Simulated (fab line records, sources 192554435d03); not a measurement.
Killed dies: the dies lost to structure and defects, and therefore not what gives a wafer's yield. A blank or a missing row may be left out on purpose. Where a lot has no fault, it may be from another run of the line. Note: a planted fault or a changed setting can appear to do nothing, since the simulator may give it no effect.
fab line records -- flow n5-finfet
record lots=4, wafers=11, last-day=19
route steps=1938 shown BEOL_M4@1055 PASSIVATION@1936
lots with no fault: from the same line, run without faults
start-h: start of the lot's first displayed wafer, in hours after the record's first day -- wait-h: hours elapsed since this lot's preceding step -- " repeats the value in the row above -- L1.1+2: a single row standing in for several wafers -- - no value, or no start given -- * or withheld: withheld -- < > ~ a bound
route shown NAME@n: a module of which the file shows steps, and the number in the route of the first -- usual: the fault-free wafers' mean and standard deviation -- same: alike in all rows -- chamber/n: place in a boat -- sites: readings site by site -- _std_site: the standard deviation of these -- _edge_site: inner sites' mean taken away from outer sites' mean -- radius-mm: for every site, how far away it sits from the centre of the wafer -- mask NAME#n: copy n -- behind: the tool/chamber that last shaped the wafer -- hold: reason for holding the lot/hours on hold/outcome of the hold -- device: transistor that didn't switch, given as n, p or np -- end of line: at the end of the route, the tests of the same wafers -- step lacking rows: just its recipe -- killed: the dies lost at the first sort to structure and to defects; this is not the yield of the wafer -- map: dies across one wafer; x = killed, . = not, _ = none there
set.NAME: the setting as run; set.NAME@STEP: as run at that earlier step -- model.NAME: the simulator's own value behind a step, which no gauge read
lots at selected steps of the route; one table per step, one row per wafer
services: a tool's chamber out of use, with start hour (start-h, from the record's first day; less than 0 if before it), hours out, and reason
## steps
# step N5_BEOL_M4_DEVELOP_27
# recipe develop-time-s=30, developer=TMAH, resist=CAR-EUV, rinse-liquid=surfactant-rinse, dry=air-spin, dev-temp-c=23
# step N5_BEOL_M4_DESCUM_33
# recipe chemistry=O2, time-s=7, source-power-w=50, bias-power-w=20, pressure-mtorr=20, rf-frequency-hz=2.712e+07, temp-c=40, resist=CAR-EUV, o2-flow-sccm=225
# step N5_BEOL_M4_ETCH_77
# recipe chemistry=N2/H2, target=underlayer, target-depth-a=65, mask-material=CAR-EUV, time-s=5.2, ion-energy-ev=200, pressure-mtorr=30, source-w=840, bias-w=150, n2-flow-sccm=200, h2-flow-sccm=200, ends=cleared
# step N5_BEOL_M4_ETCH_69
# recipe chemistry=CF4, target=SiARC, target-depth-a=156, mask-material=CAR-EUV, time-s=26, ion-energy-ev=80, pressure-mtorr=40, source-w=545, bias-w=36, Ar_flow_sccm=100, cf4-flow-sccm=100, ends=cleared
# step N5_BEOL_M4_ALD_98
# recipe material=SiO2, target-thk-a=25, temp-c=100, ald-precursor-family=BDEAS, ald-co-reactant=O2-plasma, pulse-time-s=1, co-reactant-pulse-time-s=1, purge-time-s=2, co-reactant-purge-time-s=2, ald-cycles=17, pressure-torr=2
# step N5_BEOL_M4_ETCHBACK_99
# recipe chemistry=CHF3, target=SiO2, target-depth-a=50, time-s=10.4, source-w=215, bias-w=47, Ar_flow_sccm=200, CHF3_flow_sccm=12, ion-energy-ev=100, pressure-mtorr=30
# step N5_BEOL_M4_ETCH_70
# recipe chemistry=N2/H2, target=SOC, target-depth-a=800, overetch-a=240, mask-material=SiARC, temp-c=40, time-s=130, ion-energy-ev=200, pressure-mtorr=30, source-w=840, bias-w=150, n2-flow-sccm=200, h2-flow-sccm=200
# step N5_BEOL_M4_STRIP_71
# recipe chemistry=N2/H2, temp-c=40, n2-flow-sccm=200, h2-flow-sccm=200, rf-frequency-hz=6e+07
# step N5_BEOL_M4_STRIP_78
# recipe chemistry=N2/H2, temp-c=40, n2-flow-sccm=200, h2-flow-sccm=200, rf-frequency-hz=6e+07
# step N5_BEOL_M4_VIA_ETCH_34
# recipe chemistry=C4F6/O2, target-depth-a=694, mask-material=SOC, pressure-mtorr=15, ion-energy-ev=250, taper-deg=4, time-s=65.9, source-w=350, bias-w=170, Ar_flow_sccm=300, C4F6_flow_sccm=10, O2_flow_sccm=10
# usual drypump-motor-current-A=5.9/0.5, oes-product-au=0.79/0.069, rf-vpp-V=659/12, showerhead-plenum-p-Torr=2.80/0.11, throttle-valve-pct=30.69/0.28
lot.wafer,tool,chamber,start-h,wait-h,drypump-motor-current-A,oes-product-au,rf-hours-counter-h,rf-vpp-V,showerhead-plenum-p-Torr,throttle-valve-pct,model.etch.depth-nm,model.SOC_of_BEOL_M4_COAT_67.thk-nm
L591.1,rie-diel-01,0,259.11,0.0,6.2,0.74,169,645,2.72,30.87,67.27,51.8
L591.3,rie-diel-01,2,259.11,0.0,5.4,0.69,227,681,2.92,30.78,67.29,52.2
L591.6,rie-diel-01,3,259.11,0.0,5.1,0.73,-,659,2.59,30.25,68.13,52.2
L593.2,rie-diel-01,1,271.73,0.0,6.4,0.81,78,647,2.76,30.40,70.72,51.8
L593.5,rie-diel-01,2,271.73,0.0,5.4,0.48,-,679,2.92,30.73,34.91,56
L593.6,rie-diel-01,3,271.73,0.0,5.1,0.72,-,660,2.59,30.24,67.33,52
L596.2,rie-diel-01,2,290.98,0.0,5.4,0.68,238,681,2.92,30.80,68.17,52
L596.5,rie-diel-01,2,290.98,0.0,5.4,0.48,-,681,2.92,30.76,34.8,55.8
L608.2,rie-diel-05,2,342.85,0.0,5.6,0.72,238,666,2.91,30.72,71.13,52
L608.3,rie-diel-05,0,342.85,0.0,5.4,0.79,99,652,2.89,31.00,68.63,52.2
L608.4,rie-diel-05,1,342.85,0.0,6.2,0.86,62,661,2.77,30.56,70.27,52.2
# step N5_BEOL_M4_STRIP_83
# recipe chemistry=C4F6/O2, resist=SiARC, rf-frequency-hz=6e+07
# step N5_BEOL_M4_STRIP_36
# recipe chemistry=N2/H2, power-w=450, temp-c=40, pressure-mtorr=20, rf-frequency-hz=6e+07, overash-fraction=0.3, bias-power-w=7, h2-frac=0.5, n2-flow-sccm=200, h2-flow-sccm=200
# step N5_BEOL_M4_TRENCH_ETCH_37
# recipe chemistry=C4F6/O2, target-depth-a=555.55, target=SiOC, time-s=29.2, ion-energy-ev=250, pressure-mtorr=30, source-w=355, bias-w=185, Ar_flow_sccm=300, C4F6_flow_sccm=10, O2_flow_sccm=10
# step N5_BEOL_M4_ETCH_41
# recipe chemistry=CH3F/O2, target=SiCN, target-depth-a=299, taper-deg=2, time-s=52.5, ion-energy-ev=120, mask-material=TiN, pressure-mtorr=30, source-w=395, bias-w=75, Ar_flow_sccm=150, CH3F_flow_sccm=30, O2_flow_sccm=20
# step N5_BEOL_M4_STRIP_97
# recipe chemistry=N2/H2, time-s=10, power-w=450, temp-c=40, pressure-mtorr=20, rf-frequency-hz=6e+07, bias-power-w=7, n2-flow-sccm=200, h2-flow-sccm=200
# step N5_BEOL_M4_HM_STRIP_39
# recipe chemistry=peroxide-tin-strip, material=TiN, target-depth-a=250, temp-c=50, time-s=158
# step N5_BEOL_M4_SRD_40
# recipe time-s=30, temp-c=23, rinse-liquid=diw, dry=ipa-marangoni
# step N5_BEOL_M4_PRECLEAN_42
# recipe chemistry=residue-remover, time-s=60, temp-c=40
# step N5_BEOL_M4_SRD_43
# recipe time-s=30, temp-c=23, rinse-liquid=diw, dry=ipa-marangoni
# step N5_BEOL_M4_DEGAS_44
# recipe ambient=vacuum, temp-c=250, time-s=60
# step N5_BEOL_M4_PRE_CLEAN_45
# recipe gas=H2/He, time-s=30, temp-c=250
# step N5_BEOL_M4_ALD_84
# recipe material=TaN, target-thk-a=*, temp-c=275, ald-precursor-family=PDMAT, ald-co-reactant=NH3, pressure-torr=3, carrier-flow-sccm=1500, pulse-time-s=2, purge-time-s=3, co-reactant-purge-time-s=2, co-reactant-pulse-time-s=3, ald-cycles=30, precursor-vessel-temp-c=75, precursor-vessel-pressure-torr=26.25, precursor-vessel-carrier-sccm=1000
# step N5_BEOL_M4_SURFACE_TREAT_85
# recipe gas=Ar, time-s=*, ion-energy-ev=*, ion-current-ma-cm2=0.5, pressure-mtorr=*, ar-flow-sccm=30
# step N5_BEOL_M4_CVD_47
# recipe material=Co, target-thk-a=30, temp-c=withheld, precursor=CCTBA/H2, pressure-torr=30, time-s=223.8
# step N5_BEOL_M4_SPUTTER_48
# recipe material=Cu, target-thk-a=45, temp-c=-20, chamber-pressure-pa=0.07, power-w=withheld, time-s=8.29
# step N5_BEOL_M4_ANNEAL_49
# recipe temp-c=400, time-s=240, ambient=vacuum
# step N5_BEOL_M4_SPUTTER_79
# recipe material=Cu, target-thk-a=45, temp-c=-20, chamber-pressure-pa=0.07, power-w=withheld, time-s=8.29
# step N5_BEOL_M4_ANNEAL_80
# recipe temp-c=400, time-s=240, ambient=vacuum
# step N5_BEOL_M4_SPUTTER_81
# recipe material=Cu, target-thk-a=45, temp-c=-20, chamber-pressure-pa=0.07, power-w=withheld, time-s=8.29
# step N5_BEOL_M4_ANNEAL_82
# recipe temp-c=400, time-s=240, ambient=vacuum
# step N5_BEOL_M4_SPUTTER_86
# recipe material=Cu, target-thk-a=45, temp-c=-20, chamber-pressure-pa=0.07, power-w=withheld, time-s=8.29
# step N5_BEOL_M4_ANNEAL_87
# recipe temp-c=400, time-s=240, ambient=vacuum
# step N5_BEOL_M4_SPUTTER_88
# recipe material=Cu, target-thk-a=45, temp-c=-20, chamber-pressure-pa=0.07, power-w=withheld, time-s=8.29
# step N5_BEOL_M4_ANNEAL_89
# recipe temp-c=400, time-s=240, ambient=vacuum
# step N5_BEOL_M4_SPUTTER_90
# recipe material=Cu, target-thk-a=45, temp-c=-20, chamber-pressure-pa=0.07, power-w=withheld, time-s=8.29
# step N5_BEOL_M4_ANNEAL_91
# recipe temp-c=400, time-s=240, ambient=vacuum
# step N5_BEOL_M4_SPUTTER_92
# recipe material=Cu, target-thk-a=45, temp-c=-20, chamber-pressure-pa=0.07, power-w=withheld, time-s=8.29
# step N5_BEOL_M4_RC_MEAS_101
# usual DIBL_N=36.0/1.7, DIBL_P=36.2/1.9, IOFF_N=0.154/0.028, IOFF_P=0.21/0.036, ION_N=675/11, ION_P=463/8.3, SS_N=71.4/0.63, SS_P=73.2/0.55, VT_N=250.2/3, VT_P=-251/3.7
lot.wafer,tool,chamber,start-h,wait-h,DIBL_N[mV/V],DIBL_P[mV/V],IOFF_N[nA/um],IOFF_P[nA/um],ION_N[uA/um],ION_P[uA/um],SS_N[mV/dec],SS_P[mV/dec],VT_N[mV],VT_P[mV]
L591.1,prober-02,0,264.69,0.0,35.4,36.1,0.153,0.20,687,470,71.2,72.3,248.5,-250
L591.3,prober-02,0,264.69,0.0,34.7,35.4,0.131,0.18,674,461,71.7,72.9,253.1,-253
L591.6,prober-02,0,264.69,0.0,34.9,34.5,0.126,0.17,667,452,71.0,72.5,253.9,-257
L593.2,prober-01,0,276.47,0.2,35.3,37.1,0.151,0.21,679,471,70.7,73.5,249.1,-248
L593.5,prober-01,0,276.47,0.2,36.5,38.7,0.174,0.23,673,462,71.1,74.4,246.9,-250
L593.6,prober-01,0,276.47,0.2,35.8,37.8,0.161,0.22,690,473,71.5,73.3,249.3,-248
L596.2,prober-01,0,297.67,0.2,35.7,35.4,0.148,0.16,674,451,70.8,73.4,249.5,-256
L596.5,prober-01,0,297.67,0.2,36.5,36.8,0.164,0.18,686,462,71.8,73.0,251.3,-256
L608.2,prober-02,0,347.19,0.2,34.4,35.4,0.131,0.19,682,469,70.7,72.8,252.0,-249
L608.3,prober-02,0,347.19,0.2,40.2,41.1,0.244,0.28,697,463,72.4,74.3,245.3,-248
L608.4,prober-02,0,347.19,0.2,36.7,37.8,0.166,0.23,670,461,72.1,73.2,249.8,-246
# step N5_PASSIVATION_PROBE_49
# usual defect-limited-yield=90.9/1.4, killed_at_M0_to_M3=38/11, killed_at_M4_up=13/5.9, killed-at-contacts=14/6.4, killed-at-front-end=38/11, killed-at-other=3.3/2.5, killed-dies=107/16, killed-on-rim=14/3.6, killed-open=70/12, killed-short=35/7.7, sort_bin_4_leakage=0.00/0.007, sort_bin_5_function=5.3/0.94, sort_bin_6_memory=3.5/0.7, sort-n-pass=1073/16, sort-yield-pct=90.9/1.4
# same gross-dies=1180, killed-at-back-side=0, sort_bin_8_speed[%]=0
lot.wafer,tool,chamber,start-h,wait-h,defect-limited-yield[%],killed_at_M0_to_M3,killed_at_M4_up,killed-at-contacts,killed-at-front-end,killed-at-other,killed-dies,killed-on-rim,killed-open,killed-short,sort_bin_4_leakage[%],sort_bin_5_function[%],sort_bin_6_memory[%],sort-n-pass,sort-yield-pct[%]
L591.1,prober-02,-,371.76,0.0,89.7,47,13,19,40,2,121,20,72,48,0,5.9,3.8,1059,89.7
L591.3,prober-02,-,371.86,0.1,90.4,37,13,14,44,5,113,16,82,30,0,6.4,2.9,1067,90.4
L591.6,prober-02,-,372.01,0.3,90.0,38,13,17,40,10,118,10,77,38,0,6.0,3.9,1062,90.0
L593.2,prober-01,-,395.17,0.1,90.6,45,13,9,38,6,111,14,78,31,0,5.2,3.6,1069,90.6
L593.5,prober-01,-,395.32,0.2,89.2,44,38,11,34,1,128,26,70,33,0,7.0,3.6,1052,89.2
L593.6,prober-01,-,395.37,0.3,90.0,40,12,23,37,6,118,17,75,41,0,6.4,3.2,1062,90.0
L596.5,prober-01,-,407.23,0.2,88.2,36,38,14,45,6,139,32,67,47,0,8.4,2.8,1041,88.2
# killed by level:class
L591.1 MOL_CONTACT_COAG:geometric-particle:open=18 BEOL_M3:geometric-particle:open=15 FIN_SAQP:geometric-particle:short=10 BEOL_M0_SAQP:geometric-particle:short=10 BEOL_M0_SAQP:geometric-particle:open=9 GATE_CUT:geometric-particle:short=8 BEOL_M4:geometric-particle:open=7 STI_FIN_REVEAL:geometric-particle:open=5
L591.3 BEOL_M3:geometric-particle:open=13 FIN_SAQP:geometric-particle:short=11 MOL_CONTACT_COAG:geometric-particle:open=11 FIN_SAQP:geometric-particle:open=9 BEOL_M2:geometric-particle:open=9 BEOL_M1:geometric-particle:open=8 STI_FIN_REVEAL:geometric-particle:open=5 DUMMY_GATE:geometric-particle:open=4
L591.6 MOL_CONTACT_COAG:geometric-particle:open=16 BEOL_M3:geometric-particle:open=14 GATE_CUT:geometric-particle:short=10 FIN_SAQP:geometric-particle:open=9 BEOL_M0_SAQP:geometric-particle:short=9 FIN_SAQP:geometric-particle:short=6 BEOL_M2:geometric-particle:open=5 GATE_CUT:geometric-particle:open=4
L593.2 BEOL_M2:geometric-particle:open=17 MOL_CONTACT_COAG:geometric-particle:open=9 BEOL_M0_SAQP:geometric-particle:open=8 STI_FIN_REVEAL:geometric-particle:open=7 FIN_SAQP:geometric-particle:short=6 BEOL_M1:geometric-particle:open=5 FIN_SAQP:geometric-particle:open=4 STARTING-WAFER:geometric-particle:open=4
L593.5 BEOL_M4:area-etch=24 BEOL_M3:geometric-particle:open=9 MOL_CONTACT_COAG:geometric-particle:open=9 BEOL_M2:geometric-particle:open=9 BEOL_M0_SAQP:geometric-particle:open=8 FIN_SAQP:geometric-particle:open=7 BEOL_M3:geometric-particle:short=7 GATE_CUT:geometric-particle:short=6
L593.6 MOL_CONTACT_COAG:geometric-particle:open=16 BEOL_M2:geometric-particle:open=12 BEOL_M3:geometric-particle:open=8 MOL_CONTACT_COAG:geometric-particle:short=7 BEOL_M0_SAQP:geometric-particle:open=6 BEOL_M0_SAQP:geometric-particle:short=5 STI_FIN_REVEAL:geometric-particle:open=4 DUMMY_GATE:geometric-particle:short=4
L596.5 BEOL_M4:area-etch=23 BEOL_M3:geometric-particle:open=13 MOL_CONTACT_COAG:geometric-particle:open=11 BEOL_M4:geometric-particle:open=11 FIN_SAQP:geometric-particle:short=8 GATE_CUT:geometric-particle:short=7 FIN_SAQP:geometric-particle:open=5 BEOL_M3:geometric-particle:short=5
# map L593.5 (x killed, . not)
_________________..xx.....x..________________
______________...x........x.x..x_____________
___________..........x.x...........__________
__________x.........x.x............._________
________...........x.................._______
_______x......x.....................xx.______
______...x.......x....x..............x.._____
_____...xx...............................____
____................................x.....___
___.xx....x............x.x.....x...........__
___...........x...x.x....x..x...........xx.__
__..............x..x.........xxx....x......x_
__....................x...........x...x....._
_....................x.......x...............
_........x....................x......xx....x.
_...............x...x.....x...x.x...........x
_.........x......x................x.x........
_........x......x..x...................x....x
_......................x.........x...........
_.x...x...............................xx.....
_........x.....x......................x......
__x...................xx.....x.............._
__...x..............x......x.............xx._
___x...........x..x.....x.......x.........x__
___..........x............................x__
____x.....x............x.x...........x....___
_____......x..................x..........____
______.............x.......x.......x...._____
_______....xx..................x....xx.______
________..x..x.x.x.x...........x.x..xx_______
__________..x..............x........_________
___________x...x....x.....x........__________
______________..........x......._____________
_________________.x......x...________________
# map L596.5 (x killed, . not)
_________________..x.........________________
______________.x.x...x..xx.....x_____________
___________...............x....xx..__________
__________.....x...........x.....x.._________
________.........x............x......x_______
_______..............................x.______
______..x................x.............x_____
_____............x....x.............x....____
____.xx...x...............................___
___.......x.........xx...x..x..............__
___........x.......xx.....................x__
__..x..x............xx.x...................._
__.................................x..x...x._
_x........................x...........x....x.
_.x..x...................................x...
_........xx......x.x.........xx............x.
_x...........x.......x............x..........
_........................xx..........x.x.....
_..................x.....x....x..xx.x........
_.....x....xx........x.............xx..x..x.x
_.x...........x...................x..x.x....x
__.....x.xx.......xx........................_
__..x..x...................xx......x.......x_
___..................xx...x................__
___x.........................x.....x.x....x__
____x......x..........x....x............x.___
_____x..x...x...........x...........x...x____
______.....x............................_____
_______.x..x.........x...x.x........x..______
________.....xx...........x..........._______
__________xxx.x.x..x................_________
___________...............x.x.....x__________
______________.x................_____________
_________________.x.xx.......________________
## services
tool,chamber,start-h,hours,kind
rie-diel-01,2,329.64,-,clean
rie-diel-01,2,329.64,-,consumable-replace:focus-ring
rie-diel-01,2,329.64,14.3,scheduled-down
rie-diel-01,2,329.64,14.3,vent-cycle
rie-diel-01,1,341.15,22.0,repair
## key
first-sign step=N5_BEOL_M4_VIA_ETCH_34, reading=oes-product-au, direction=down, sigmas=4.5, usual=0.79, struck=0.48
effect step=N5_PASSIVATION_PROBE_49, reading=killed_at_M4_up, direction=up, sigmas=4.2, usual=13, struck=38
model-effect step=N5_BEOL_M4_VIA_ETCH_34, value=etch.depth-nm, without=67.93, struck=34.85
met-at N5_BEOL_M4_VIA_ETCH_34
struck-wafers L593.5,L596.5
onset-between 259.11 271.73
fault kind=process-parameter-drift, tool=rie-diel-01, chamber=-, onset-h=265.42, steps=N5_BEOL_M4_VIA_ETCH_34, channel=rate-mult, offset=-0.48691, shape=step, end-h=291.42, scope=struck-wafers-only
